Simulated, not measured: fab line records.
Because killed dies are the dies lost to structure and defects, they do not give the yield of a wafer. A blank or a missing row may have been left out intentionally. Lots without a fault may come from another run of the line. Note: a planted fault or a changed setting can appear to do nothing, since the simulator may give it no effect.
Matching of chambers || flow n5-finfet || 4 sister chambers for N5_BEOL_M5_ETCH_72 on rie-diel-06
The step etches underlayer in N2/H2, target depth 6.5 nm, time 5.2 s. 4 wafers are shown with their chamber, then 9 later ones without.

## WAFERS, EACH WITH ITS CHAMBER
{"wafer": "L075.6", "chamber": 1, "showerhead-plenum-p-Torr (Torr)": 2.53}
{"wafer": "L087.1", "chamber": 2, "showerhead-plenum-p-Torr (Torr)": 2.62}
{"wafer": "L087.5", "chamber": 0, "showerhead-plenum-p-Torr (Torr)": 2.45}
{"wafer": "L087.6", "chamber": 3, "showerhead-plenum-p-Torr (Torr)": 2.62}

## WAFERS MISSING THEIR CHAMBER
{"wafer": "L092.4", "showerhead-plenum-p-Torr (Torr)": 2.52}
{"wafer": "L092.5", "showerhead-plenum-p-Torr (Torr)": 2.62}
{"wafer": "L092.6", "showerhead-plenum-p-Torr (Torr)": 2.52}
{"wafer": "L095.1", "showerhead-plenum-p-Torr (Torr)": 2.61}
{"wafer": "L095.3", "showerhead-plenum-p-Torr (Torr)": 2.52}
{"wafer": "L095.5", "showerhead-plenum-p-Torr (Torr)": 2.52}
{"wafer": "L097.1", "showerhead-plenum-p-Torr (Torr)": 2.62}
{"wafer": "L097.3", "showerhead-plenum-p-Torr (Torr)": 2.61}
{"wafer": "L097.5", "showerhead-plenum-p-Torr (Torr)": 2.61}

## EACH ONE'S CHAMBER
{"wafer": "L092.4", "from the rows above": 1, "in truth": 1}
{"wafer": "L092.5", "from the rows above": "can't be placed: 2 or 3", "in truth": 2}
{"wafer": "L092.6", "from the rows above": 1, "in truth": 1}
{"wafer": "L095.1", "from the rows above": "can't be placed: 2 or 3", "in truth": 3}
{"wafer": "L095.3", "from the rows above": 1, "in truth": 1}
{"wafer": "L095.5", "from the rows above": 1, "in truth": 1}
{"wafer": "L097.1", "from the rows above": "can't be placed: 2 or 3", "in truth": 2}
{"wafer": "L097.3", "from the rows above": "can't be placed: 2 or 3", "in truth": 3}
{"wafer": "L097.5", "from the rows above": "can't be placed: 2 or 3", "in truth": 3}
Correctly placed: 4 of 9. Can't be placed from these rows: 5 (the true chamber is among the candidates in 5). Wrongly placed: 0.
How it was worked out, from the rows above alone: a wafer's distance from a chamber is the root of the sum, over the readings, of the square of ((its reading less the chamber's mean) divided by the reading's scatter). The wafer belongs to the nearest chamber; if the next one is less than 2 further off, it can't be placed. Each chamber's mean is taken over the wafers shown for it. The scatter (one wafer shown for each chamber): square how far every hidden wafer sits from the nearest shown wafer, average those squares and take the square root.
